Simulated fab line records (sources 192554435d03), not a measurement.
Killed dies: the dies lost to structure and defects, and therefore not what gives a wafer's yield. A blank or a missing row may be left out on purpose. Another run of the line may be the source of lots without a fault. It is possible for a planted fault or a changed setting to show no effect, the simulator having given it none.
fab line records	flow n5_finfet
record: lots: 9	wafers: 27	last_day: 19
route steps=1938 shown FIN_SAQP@144 FIN_CUT@160 BEOL_M4@1111
lots untouched by any fault: they come from a run of this same line in which no faults occurred
start_h: start of the lot's first displayed wafer, in hours after the record's first day	wait_h: hours from the lot's prior step to this one	" as in the row above	L1.1+2: a single row standing in for several wafers	- no value, or no start was given	* or withheld: withheld	< > ~ a bound
route shown NAME@n: a module of which the file shows steps, and the number in the route of the first	usual: the fault-free wafers' mean and standard deviation	same: alike in all rows	chamber/n: place in a boat	sites: the reading at each site	_std_site: standard deviation across them	_edge_site: inner sites' mean taken away from outer sites' mean	radius_mm: how far each site lies from the wafer's centre	mask NAME#n: copy n	behind: the tool/chamber that last shaped the wafer	hold: why the lot went on hold/how many hours it stayed there/how the hold came to an end	device: names the non-switching transistor (n, p or np)	end of line: the tests these same wafers got at the end of their route	a step without rows: its recipe alone	killed: not the wafer's yield, but the dies lost to structure and defects at the first sort	map: dies across one wafer; x = killed, . = not, _ = none there
set.NAME: setting as actually run; set.NAME@STEP: the setting as run at that earlier step	model.NAME: the simulator's own value behind a step, which no gauge read
the route's steps for a sample of lots (tables are steps, rows are wafers)
services: a tool's chamber out of use, with start hour (start_h, from the record's first day; less than 0 if before it), hours out, and reason
== steps ==
step: N5_FIN_SAQP_STRIP_77
recipe: chemistry: N2/H2	time_s: 90	power_w: 100	temp_c: 40	pressure_mtorr: 100	rf_frequency_hz: 6e+07	bias_power_w: 3	n2_flow_sccm: 300	h2_flow_sccm: 300
usual: drypump_motor_current_A: 5.9/0.49	oes_product_au: 0.79/0.083	rf_vpp_V: 45.4/0.89	showerhead_plenum_p_Torr: 3.42/0.088	throttle_valve_pct: 12.27/0.17
lot.wafer	tool	chamber	start_h	wait_h	drypump_motor_current_A	oes_product_au	rf_hours_counter_h	rf_vpp_V	showerhead_plenum_p_Torr	throttle_valve_pct
L571.1	rie_diel-01	2	51.02	0.0	5.0	0.72	197	45.5	3.47	12.17
L571.4	"	0	"	"	6.5	0.98	5	44.9	3.33	11.94
L571.6	"	3	"	"	5.2	0.82	-	46.0	3.43	12.33
L573.1	rie_diel-01	1	63.83	0.0	5.7	0.81	126	45.5	3.39	12.36
L573.3	"	2	"	"	5.0	0.72	202	44.2	3.47	12.16
L573.5	"	1	"	"	5.6	0.80	-	44.0	3.39	12.35
L577.2	rie_diel-01	2	86.05	0.0	5.0	0.72	210	44.0	3.47	12.20
L577.4	"	3	"	"	5.2	0.80	92	45.2	3.42	12.35
L577.5	"	0	"	"	6.5	0.94	-	45.9	3.32	11.96
L578.2	rie_diel-05	3	91.71	0.0	6.0	0.85	64	45.0	3.28	12.20
L578.3	"	1	"	"	6.6	0.81	116	46.5	3.40	12.12
L578.4	"	0	"	"	5.7	0.86	46	44.5	3.58	12.20
L579.2	rie_diel-05	0	98.35	0.0	5.7	0.85	49	45.7	3.58	12.22
L579.3	"	2	"	"	6.0	0.75	177	44.8	3.50	12.50
L579.4	"	3	"	"	6.0	0.85	67	44.1	3.28	12.22
L582.2	rie_diel-04	0	116.82	0.0	6.2	0.68	233	45.5	3.47	12.41
L582.3	"	1	"	"	6.2	0.68	234	44.1	3.33	12.44
L582.5	"	1	"	"	6.2	0.69	-	45.9	3.33	12.45
L585.1	rie_diel-04	1	134.06	0.0	6.2	0.68	240	45.0	3.33	12.43
L585.2	"	2	"	"	5.5	0.72	164	45.5	3.36	12.49
L585.6	"	0	"	"	6.2	0.69	-	44.5	3.46	12.43
L586.3	rie_diel-04	3	139.66	0.0	5.5	0.99	4	45.0	3.46	11.99
L586.4	"	2	"	"	5.6	0.72	167	45.3	3.36	12.51
L586.5	"	0	"	"	6.2	0.68	-	44.9	3.46	12.42
L588.4	rie_diel-01	1	153.36	0.0	5.7	0.77	161	47.3	3.37	12.42
L588.5	"	1	"	"	5.7	0.76	-	46.3	3.37	12.44
L588.6	"	0	"	"	6.5	0.89	-	45.3	3.31	12.03
step: N5_FIN_CUT_EXPOSE_05
recipe: mask_id: FIN_CUT	na: 0.33	source_shape: annular	sigma_inner: 0.35	sigma_outer: 0.8	polarization: unpolarized	dose_mj: 45.75
usual: exposure_dose_mJ_cm2: 46.2/0.48
lot.wafer	tool	chamber	start_h	wait_h	mask	exposure_dose_mJ_cm2
L571.1	euv_scanner-01	0	51.63	-	FIN_CUT#0	46.6
L571.4	"	0	"	"	FIN_CUT#0	46.6
L571.6	"	0	"	"	FIN_CUT#0	46.6
L573.1	euv_scanner-01	0	64.57	-	FIN_CUT#0	46.6
L573.3	"	0	"	"	FIN_CUT#0	46.6
L573.5	"	0	"	"	FIN_CUT#0	46.6
L577.2	euv_scanner-01	0	86.67	-	FIN_CUT#0	46.7
L577.4	"	0	"	"	FIN_CUT#0	46.7
L577.5	"	0	"	"	FIN_CUT#0	46.6
L578.2	euv_scanner-02	0	92.46	-	FIN_CUT#0	45.7
L578.3	"	0	"	"	FIN_CUT#0	45.7
L578.4	"	0	"	"	FIN_CUT#0	45.7
L579.2	euv_scanner-02	0	98.97	-	FIN_CUT#0	45.6
L579.3	"	0	"	"	FIN_CUT#0	45.7
L579.4	"	0	"	"	FIN_CUT#0	45.7
L582.2	euv_scanner-02	0	117.56	-	FIN_CUT#0	45.7
L582.3	"	0	"	"	FIN_CUT#0	45.6
L582.5	"	0	"	"	FIN_CUT#0	45.7
L585.1	euv_scanner-01	0	134.67	-	FIN_CUT#0	46.6
L585.2	"	0	"	"	FIN_CUT#0	46.6
L585.6	"	0	"	"	FIN_CUT#0	46.5
L586.3	euv_scanner-01	0	140.29	-	FIN_CUT#0	46.6
L586.4	"	0	"	"	FIN_CUT#0	46.6
L586.5	"	0	"	"	FIN_CUT#0	46.6
L588.4	euv_scanner-02	0	154.01	-	FIN_CUT#0	45.6
L588.5	"	0	"	"	FIN_CUT#0	45.7
L588.6	"	0	"	"	FIN_CUT#0	45.6
step: N5_FIN_CUT_OVL_MEAS_09
recipe: points_per_wafer: 522
usual: FIN_CUT_OVL: -0.4/0.65
lot.wafer	tool	chamber	start_h	wait_h	FIN_CUT_OVL[nm]
L571.1	overlay-02	0	51.79	0.0	-0.7
L571.4	"	0	"	"	0.8
L571.6	"	0	"	"	-0.8
L573.1	overlay-01	0	64.74	0.0	-0.6
L573.3	"	0	"	"	-1.1
L573.5	"	0	"	"	-0.5
L577.2	overlay-01	0	86.83	0.0	-0.9
L577.4	"	0	"	"	-0.1
L577.5	"	0	"	"	-0.2
L578.2	overlay-01	0	92.62	0.0	-0.9
L578.3	"	0	"	"	0.0
L578.4	"	0	"	"	-0.7
L579.2	overlay-01	0	99.13	0.0	0.5
L579.3	"	0	"	"	-0.4
L579.4	"	0	"	"	0.5
L582.2	overlay-01	0	117.73	0.0	-0.2
L582.3	"	0	"	"	0.2
L582.5	"	0	"	"	-0.6
L585.1	overlay-01	0	134.84	0.0	11.1
L585.2	"	0	"	"	11.5
L585.6	"	0	"	"	10.7
L586.3	overlay-01	0	140.45	0.0	10.5
L586.4	"	0	"	"	10.9
L586.5	"	0	"	"	10.5
L588.4	overlay-01	0	154.17	0.0	-0.7
L588.5	"	0	"	"	-0.8
L588.6	"	0	"	"	-1.0
step: N5_FIN_CUT_ETCH_30
recipe: chemistry: N2/H2	target: underlayer	target_depth_a: 130	mask_material: CAR-EUV	time_s: 10.4	ion_energy_ev: 200	pressure_mtorr: 30	source_w: 840	bias_w: 150	n2_flow_sccm: 200	h2_flow_sccm: 200	ends: cleared
usual: drypump_motor_current_A: 5.7/0.45	etch_rf_on_time_s: 10.40/0.18	oes_product_au: 0.66/0.077	rf_vpp_V: 523.8/2.4	showerhead_plenum_p_Torr: 2.54/0.08	throttle_valve_pct: 17.91/0.24
lot.wafer	tool	chamber	start_h	wait_h	drypump_motor_current_A	etch_rf_on_time_s	oes_product_au	rf_hours_counter_h	rf_vpp_V	showerhead_plenum_p_Torr	throttle_valve_pct
L571.1	rie_diel-06	0	52.00	0.0	5.2	10.48	0.58	231	521.5	2.50	17.92
L571.4	"	2	"	"	6.4	10.26	0.67	132	521.9	2.44	17.59
L571.6	"	1	"	"	5.6	10.48	0.62	-	528.8	2.64	18.21
L573.1	rie_diel-03	2	65.24	0.0	5.3	10.60	0.63	201	520.3	2.41	18.01
L573.3	"	0	"	"	4.8	10.55	0.78	4	522.2	2.50	17.48
L573.5	"	3	"	"	5.5	10.69	0.58	-	521.8	2.41	18.01
L577.2	rie_diel-03	2	86.95	0.0	5.3	10.82	0.61	208	521.3	2.41	18.01
L577.4	"	0	"	"	4.7	10.76	0.76	11	522.2	2.50	17.49
L577.5	"	3	"	"	5.5	11.13	0.56	-	519.2	2.41	18.02
L578.2	rie_diel-02	2	92.74	0.0	6.0	10.28	0.66	136	528.5	2.65	17.80
L578.3	"	3	"	"	5.8	10.02	0.71	63	522.0	2.48	18.11
L578.4	"	0	"	"	5.6	10.40	0.58	-	522.8	2.50	18.03
L579.2	rie_diel-06	3	99.25	0.0	5.4	10.46	0.61	180	523.1	2.54	18.06
L579.3	"	1	"	"	5.6	10.46	0.61	189	526.9	2.64	18.23
L579.4	"	0	"	"	5.2	10.33	0.58	244	522.9	2.50	17.94
L582.2	rie_diel-02	3	117.85	0.0	5.8	10.30	0.70	72	519.6	2.48	18.11
L582.3	"	2	"	"	6.0	10.38	0.65	145	527.8	2.64	17.82
L582.5	"	1	"	"	6.3	10.40	0.81	-	525.8	2.60	17.61
L585.1	rie_diel-02	0	134.96	0.0	5.6	10.41	0.82	6	523.0	2.49	17.61
L585.2	"	3	"	"	5.8	10.45	0.69	78	520.3	2.47	18.12
L585.6	"	3	"	"	5.8	10.41	0.68	-	523.1	2.48	18.12
L586.3	rie_diel-06	0	140.56	0.0	5.2	10.29	0.85	1	523.5	2.50	17.54
L586.4	"	2	"	"	6.5	10.14	0.65	153	522.0	2.43	17.62
L586.5	"	1	"	"	5.6	10.39	0.61	-	527.1	2.63	18.23
L588.4	rie_diel-02	2	154.28	0.0	6.0	10.39	0.64	155	526.1	2.64	17.83
L588.5	"	0	"	"	5.6	10.27	0.82	-	522.7	2.49	17.62
L588.6	"	1	"	"	6.3	10.51	0.77	-	524.8	2.59	17.64
step: N5_FIN_CUT_PRECLEAN_35
recipe: time_s: 13.3	temp_c: 45	pressure_torr: 125	p_hf_torr: 3	p_coreactant_torr: 25	chemistry: vHF
usual: drypump_motor_current_A: 5.4/0.52
lot.wafer	tool	chamber	start_h	wait_h	drypump_motor_current_A
L571.1	vapor_etch-01	1	52.51	0.0	5.3
L571.4	"	0	"	"	6.5
L571.6	"	0	"	"	6.5
L573.1	vapor_etch-02	0	65.76	0.1	4.9
L573.3	"	0	"	"	4.9
L573.5	"	1	"	"	5.4
L577.2	vapor_etch-01	1	87.47	0.0	5.3
L577.4	"	0	"	"	6.5
L577.5	"	0	"	"	6.5
L578.2	vapor_etch-01	0	93.26	0.0	6.5
L578.3	"	1	"	"	5.3
L578.4	"	0	"	"	6.5
L579.2	vapor_etch-02	1	99.77	0.0	5.4
L579.3	"	1	"	"	5.4
L579.4	"	0	"	"	4.9
L582.2	vapor_etch-02	1	119.49	1.2	5.4
L582.3	"	0	"	"	4.9
L582.5	"	0	"	"	4.9
L585.1	vapor_etch-01	0	135.48	0.0	6.5
L585.2	"	1	"	"	5.3
L585.6	"	0	"	"	6.5
L586.3	vapor_etch-02	0	141.10	0.1	4.9
L586.4	"	1	"	"	5.4
L586.5	"	0	"	"	4.9
L588.4	vapor_etch-02	1	154.81	0.1	5.4
L588.5	"	1	"	"	5.4
L588.6	"	0	"	"	4.9
step: N5_BEOL_M4_RC_MEAS_101
usual: DIBL_N: 36.6/1.3	DIBL_P: 36.4/1.4	IOFF_N: 0.167/0.023	IOFF_P: 0.219/0.029	ION_N: 678/8.7	ION_P: 464/6.4	SS_N: 71.5/0.53	SS_P: 73.4/0.57	VT_N: 248.5/2.8	VT_P: -249/3.1
lot.wafer	tool	chamber	start_h	wait_h	DIBL_N[mV/V]	DIBL_P[mV/V]	IOFF_N[nA/um]	IOFF_P[nA/um]	ION_N[uA/um]	ION_P[uA/um]	SS_N[mV/dec]	SS_P[mV/dec]	VT_N[mV]	VT_P[mV]
L571.1	prober-02	0	202.92	0.0	37.2	36.1	0.166	0.233	688	471	71.8	73.2	247.2	-245
L571.4	"	0	"	"	37.2	35.8	0.158	0.233	691	470	71.2	73.9	246.0	-245
L571.6	"	0	"	"	39.4	38.8	0.219	0.279	702	477	71.9	74.0	242.7	-246
L573.1	prober-02	0	226.52	0.0	39.2	38.2	0.191	0.240	684	465	72.3	73.7	248.0	-246
L573.3	"	0	"	"	37.6	36.8	0.175	0.219	681	464	72.0	72.9	247.0	-248
L573.5	"	0	"	"	38.4	37.3	0.176	0.224	684	466	72.6	73.1	248.2	-246
L578.2	prober-01	0	254.85	0.2	34.9	36.0	0.157	0.243	675	467	71.3	73.4	252.5	-242
L578.3	"	0	"	"	34.1	34.6	0.154	0.216	678	468	71.1	72.9	248.4	-246
L578.4	"	0	"	"	34.5	35.8	0.158	0.238	681	472	71.1	73.4	249.7	-247
L577.2	prober-01	0	283.34	0.2	34.9	34.7	0.144	0.182	674	460	71.2	72.9	250.8	-253
L577.4	"	0	"	"	36.6	36.5	0.170	0.208	669	458	71.6	73.3	247.6	-249
L577.5	"	0	"	"	34.6	34.2	0.131	0.178	665	461	70.7	72.7	249.1	-251
L579.2	prober-02	0	290.19	0.2	35.6	34.4	0.148	0.192	673	458	70.7	73.2	250.9	-250
L579.3	"	0	"	"	36.8	36.1	0.175	0.229	687	468	71.4	73.6	248.2	-248
L579.4	"	0	"	"	35.9	35.5	0.152	0.214	671	464	71.7	73.0	248.8	-248
L582.2	prober-02	0	296.83	0.2	37.3	36.1	0.187	0.241	675	464	72.4	73.5	248.6	-245
L582.3	"	0	"	"	38.8	38.8	0.219	0.290	681	468	72.3	75.0	245.4	-244
L582.5	"	0	"	"	37.2	35.9	0.182	0.238	669	459	72.7	73.2	246.7	-246
L586.3	prober-01	0	330.29	0.3	36.4	36.8	0.165	0.212	667	458	71.5	73.0	246.2	-250
L586.4	"	0	"	"	37.5	38.0	0.173	0.237	670	463	71.5	73.5	247.3	-248
L586.5	"	0	"	"	37.3	37.8	0.172	0.228	668	461	71.3	73.2	247.1	-251
L585.1	prober-02	0	332.15	0.0	35.9	35.4	0.156	0.219	675	464	70.9	73.2	246.8	-250
L585.2	"	0	"	"	35.2	35.2	0.148	0.225	681	472	70.5	73.5	249.7	-248
L585.6	"	0	"	"	36.6	36.0	0.169	0.230	681	466	70.9	73.4	246.5	-248
L588.4	prober-01	0	351.61	0.5	37.1	39.1	0.171	0.247	674	463	72.1	73.3	249.8	-248
L588.5	"	0	"	"	37.7	38.4	0.176	0.233	675	465	72.4	73.7	250.0	-248
L588.6	"	0	"	"	36.9	38.3	0.168	0.222	678	466	71.7	73.8	252.3	-251
== services ==
tool	chamber	start_h	hours	kind
rie_diel-06	0	28.99	6.7	repair
rie_diel-01	-	31.91	2.8	pm
euv_scanner-01	-	38.39	1.0	pm
euv_scanner-02	0	41.83	-	calibration
vapor_etch-02	-	49.94	14.6	pm
euv_scanner-02	-	57.38	1.0	pm
rie_diel-04	1	61.26	8.9	repair
euv_scanner-01	0	64.38	-	calibration
euv_scanner-02	-	78.98	4.6	pm
euv_scanner-01	-	82.66	2.8	repair
rie_diel-02	1	86.29	-	clean
rie_diel-02	1	86.29	-	consumable_replace:focus_ring
rie_diel-02	1	86.29	15.5	scheduled_down
rie_diel-02	1	86.29	15.5	vent_cycle
euv_scanner-02	-	87.91	4.1	repair
rie_diel-03	1	92.93	14.9	repair
euv_scanner-01	-	94.54	1.0	pm
vapor_etch-01	-	111.37	14.6	pm
euv_scanner-02	-	113.53	1.0	pm
rie_diel-04	-	119.54	2.3	repair
rie_diel-06	2	125.76	11.1	repair
rie_diel-05	-	132.88	14.6	pm
euv_scanner-01	-	140.86	2.2	repair
rie_diel-03	1	145.19	1.6	repair
== key ==
first_sign: step: N5_FIN_CUT_OVL_MEAS_09	reading: FIN_CUT_OVL	direction: up	sigmas: 17	usual: -0.4	struck: 10.9
effect none on later readings
met_at N5_FIN_CUT_EXPOSE_05
struck_lots L585,L586
not_acting_at N5_FIN_SAQP_STRIP_77,N5_FIN_CUT_ETCH_30,N5_FIN_CUT_PRECLEAN_35
onset_between 86.67 134.67
fault: kind: scanner_matching_overlay	tool: euv_scanner-01	chamber: -	onset_h: 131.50	steps: N5_FIN_CUT_EXPOSE_05	offset: 11.542
